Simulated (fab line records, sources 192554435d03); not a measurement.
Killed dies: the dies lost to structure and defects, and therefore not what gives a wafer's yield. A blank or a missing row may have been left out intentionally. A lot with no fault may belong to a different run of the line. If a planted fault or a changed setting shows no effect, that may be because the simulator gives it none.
The same fault as seen by 3 desks || flow n5Finfet || each desk has only its own numbers; what lay behind them comes last

THE TOOL OWNER'S DESK: rieDiel-02
The tool's own readings at N5_BEOL_M1_DESCUM_33 (chemistry O2, time 7 s): means of the sampled wafers that have a number, for each lot that ran on this tool. Any lot whose mean is over 4 standard deviations away from the usual mean is out of limits and marked OUT; that distance is given in the brackets.
Columns: A = drypumpMotorCurrentA at N5_BEOL_M1_DESCUM_33, usual 5.8 A; B = oesProductAu at N5_BEOL_M1_DESCUM_33, usual 0.80 a.u.; C = rfVppV at N5_BEOL_M1_DESCUM_33, usual 243.7 V; D = showerheadPlenumPTorr at N5_BEOL_M1_DESCUM_33, usual 2.13 Torr; E = throttleValvePct at N5_BEOL_M1_DESCUM_33, usual 20.4 %
{"lot": "L521", "first seen here": "day 7 07:13", "A": 6.2, "B": 0.91, "C": 243.9, "D": 2.15, "E": 19.9}
{"lot": "L529", "first seen here": "day 8 17:41", "A": 5.8, "B": 0.86, "C": 243.5, "D": 2.11, "E": 19.9}
{"lot": "L531", "first seen here": "day 9 03:04", "A": 6.6, "B": 0.91, "C": 244.2, "D": 2.19, "E": 20.1}
Result from this desk: across the 3 lots, nothing is out of limits.

THE DEFECT DESK
Inspection counts along the route, by lot: the mean over sampled wafers that carry a number. Any lot whose mean is over 4 standard deviations away from the usual mean is out of limits and marked OUT; that distance is given in the brackets.
Columns: A = rawDefectCount at N5_BEOL_M1_INSPECT_30, usual 397
{"lot": "L519", "first seen here": "day 6 06:14", "A": 340}
{"lot": "L521", "first seen here": "day 7 07:09", "A": 390}
{"lot": "L529", "first seen here": "day 8 17:40", "A": 418}
{"lot": "L531", "first seen here": "day 9 03:02", "A": 360}
{"lot": "L536", "first seen here": "day 10 11:31", "A": 357}
{"lot": "L538", "first seen here": "day 10 23:14", "A": 263}
Result from this desk: across the 6 lots, nothing is out of limits.

AT THE METROLOGY DESK
What the gauges read, lot by lot, whatever tool the lot ran on: means of the sampled wafers that have a number. Any lot whose mean is over 4 standard deviations away from the usual mean is out of limits and marked OUT; that distance is given in the brackets. Only the readings that lie furthest out on some lot appear, 7 of the 12 it has.
Columns: A = cdNm at N5_BEOL_M1_CD_MEAS_28, usual 23.96 nm; B = IOFF_P at N5_BEOL_M4_RC_MEAS_101, usual 0.21 nA/um; C = ION_N at N5_BEOL_M4_RC_MEAS_101, usual 672 uA/um; D = ION_P at N5_BEOL_M4_RC_MEAS_101, usual 461 uA/um; E = SS_N at N5_BEOL_M4_RC_MEAS_101, usual 71.4 mV/dec; F = SS_P at N5_BEOL_M4_RC_MEAS_101, usual 73.2 mV/dec; G = VT_P at N5_BEOL_M4_RC_MEAS_101, usual -250 mV
{"lot": "L519", "first seen here": "day 6 06:09", "A": 24.13, "B": 0.28, "C": 681, "D": 475, "E": 71.6, "F": 73.8, "G": -243}
{"lot": "L521", "first seen here": "day 7 07:04", "A": 23.78, "B": 0.21, "C": 677, "D": 470, "E": 71.4, "F": 72.3, "G": -249}
{"lot": "L529", "first seen here": "day 8 17:34", "A": 24.04, "B": 0.21, "C": 667, "D": 462, "E": 70.8, "F": 72.7, "G": -250}
{"lot": "L531", "first seen here": "day 9 02:56", "A": 23.83, "B": 0.21, "C": 685, "D": 466, "E": 71.9, "F": 72.9, "G": -251}
{"lot": "L536", "first seen here": "day 10 11:26", "A": 23.85, "B": 0.24, "C": 668, "D": 464, "E": 71.1, "F": 73.1, "G": -247}
{"lot": "L538", "first seen here": "day 10 23:08", "A": 24.28, "B": 0.23, "C": 664, "D": 465, "E": 71.8, "F": 73.3, "G": -248}
Result from this desk: across the 6 lots, nothing is out of limits.

PUT TOGETHER
Nothing out of limits was seen by the tool owner's desk.
Nothing the defect desk looked at was out of limits.
At the metrology desk, nothing out of limits was observed.

WHAT THE SIMULATOR PUT IN
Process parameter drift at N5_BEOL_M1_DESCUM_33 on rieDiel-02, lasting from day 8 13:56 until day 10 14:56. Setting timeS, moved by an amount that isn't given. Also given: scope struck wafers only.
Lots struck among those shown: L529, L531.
